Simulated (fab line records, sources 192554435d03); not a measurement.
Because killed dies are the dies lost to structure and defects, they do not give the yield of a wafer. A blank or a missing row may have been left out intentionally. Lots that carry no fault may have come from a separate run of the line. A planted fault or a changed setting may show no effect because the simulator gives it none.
Which tool was responsible?    flow n5_finfet    12 lots with 36 wafers sampled at 5 steps, on a route of 1938 steps

## WHAT THE GAUGES SHOWED, per wafer
N5_BEOL_M10_THK_MEAS_01.
lot   measured      on             M10_ILD_THK (nm)
L077  day 11 07:46  film_metro-01  258 268 269
L079  day 12 01:56  film_metro-01  260 267 268
L081  day 12 02:32  film_metro-02  264 259 264
L080  day 12 02:48  film_metro-02  270 269 278
L083  day 12 20:37  film_metro-02  265 265 268
L085  day 12 21:09  film_metro-01  266 264 268
L087  day 14 11:55  film_metro-02  271 268 270
L089  day 14 16:47  film_metro-02  269 269 273
L091  day 15 02:53  film_metro-02  270 271 275
L093  day 16 00:16  film_metro-02  260 264 268
L095  day 16 09:29  film_metro-02  266 271 269
L097  day 16 18:42  film_metro-02  268 270 271

## WHAT TOOL EACH LOT RAN ON (gives the tool, then ch and the chambers of the sampled wafers, and finally the start)
lot   N5_BEOL_M8_SPUTTER_48         N5_BEOL_M9_ETCH_41                             N5_BEOL_M9_CURE_72             N5_BEOL_M9_ANNEAL_51
L077  pvd_sputter-02, day 10 19:32  rie_diel-02 ch 0,1,2, day 11 04:31 or earlier  uv_cure-03 ch 1, day 11 04:31  rtp_anneal-02 ch 0, day 11 06:23
L079  pvd_sputter-02, day 11 17:23  rie_diel-04 ch 2,3, day 11 23:10 or earlier    uv_cure-03 ch 0, day 11 23:10  rtp_anneal-01 ch 0, day 12 00:37
L081  pvd_sputter-02, day 11 17:33  rie_diel-02 ch 0,1,3, day 11 23:53 or earlier  uv_cure-03 ch 0, day 11 23:53  rtp_anneal-01 ch 0, day 12 01:11
L080  pvd_sputter-03, day 11 17:41  rie_diel-06 ch 0,1,3, day 11 23:54 or earlier  uv_cure-02 ch 0, day 11 23:54  rtp_anneal-01 ch 0, day 12 01:25
L083  pvd_sputter-01, day 12 10:17  rie_diel-04 ch 1,2,3, day 12 17:11 or earlier  uv_cure-02 ch 2, day 12 17:11  rtp_anneal-02 ch 0, day 12 19:14
L085  pvd_sputter-01, day 12 12:21  rie_diel-04 ch 0,2, day 12 17:40 or earlier    uv_cure-03 ch 1, day 12 17:40  rtp_anneal-02 ch 0, day 12 19:49
L087  pvd_sputter-02, day 14 02:53  rie_diel-02 ch 1,2, day 14 08:45 or earlier    uv_cure-01 ch 2, day 14 08:45  rtp_anneal-01 ch 0, day 14 10:31
L089  pvd_sputter-03, day 14 05:31  rie_diel-02 ch 0,2,3, day 14 12:52 or earlier  uv_cure-02 ch 1, day 14 12:52  rtp_anneal-02 ch 0, day 14 15:23
L091  pvd_sputter-03, day 14 14:17  rie_diel-04 ch 1,2,3, day 15 00:08 or earlier  uv_cure-03 ch 2, day 15 00:08  rtp_anneal-02 ch 0, day 15 01:35
L093  pvd_sputter-03, day 15 11:30  rie_diel-06 ch 0,2,3, day 15 19:25 or earlier  uv_cure-02 ch 2, day 15 19:25  rtp_anneal-01 ch 0, day 15 22:53
L095  pvd_sputter-01, day 15 23:53  rie_diel-02 ch 0,1,2, day 16 05:49 or earlier  uv_cure-01 ch 2, day 16 05:49  rtp_anneal-02 ch 0, day 16 08:08
L097  pvd_sputter-02, day 16 06:59  rie_diel-06 ch 0,1,2, day 16 14:59 or earlier  uv_cure-03 ch 1, day 16 14:59  rtp_anneal-01 ch 0, day 16 16:59
- N5_BEOL_M8_SPUTTER_48: material Cu, target thk 10 nm, time 1.667 s.
- N5_BEOL_M9_ETCH_41: etches SiCN in CH3F/O2, target depth 36.6 nm, time 70.1 s.
- N5_BEOL_M9_CURE_72: cures SiCOH lowk, time 120 s.
- N5_BEOL_M9_ANNEAL_51: time 90 s.

## THE ANSWER, worked out from the rows above alone
Rule: the lots themselves supply what counts as usual. Put in order of their means at a reading, lots are off if they are a third of the lots or fewer, leave a main group of 4 or more, and stand apart from it by a gap of 3 or more times the standard deviation of the main group's means; of several such gaps the widest counts. The tables above print the reading to a certain number of digits; a main group whose means all agree to those digits is not used. Also off: a lot with no number at a reading for which 4 or more lots have one. All remaining lots with rows at the step are treated as sound.
None of the lots is off at any reading shown; this tells nothing.

## WHAT HAD BEEN PUT IN BY THE SIMULATOR
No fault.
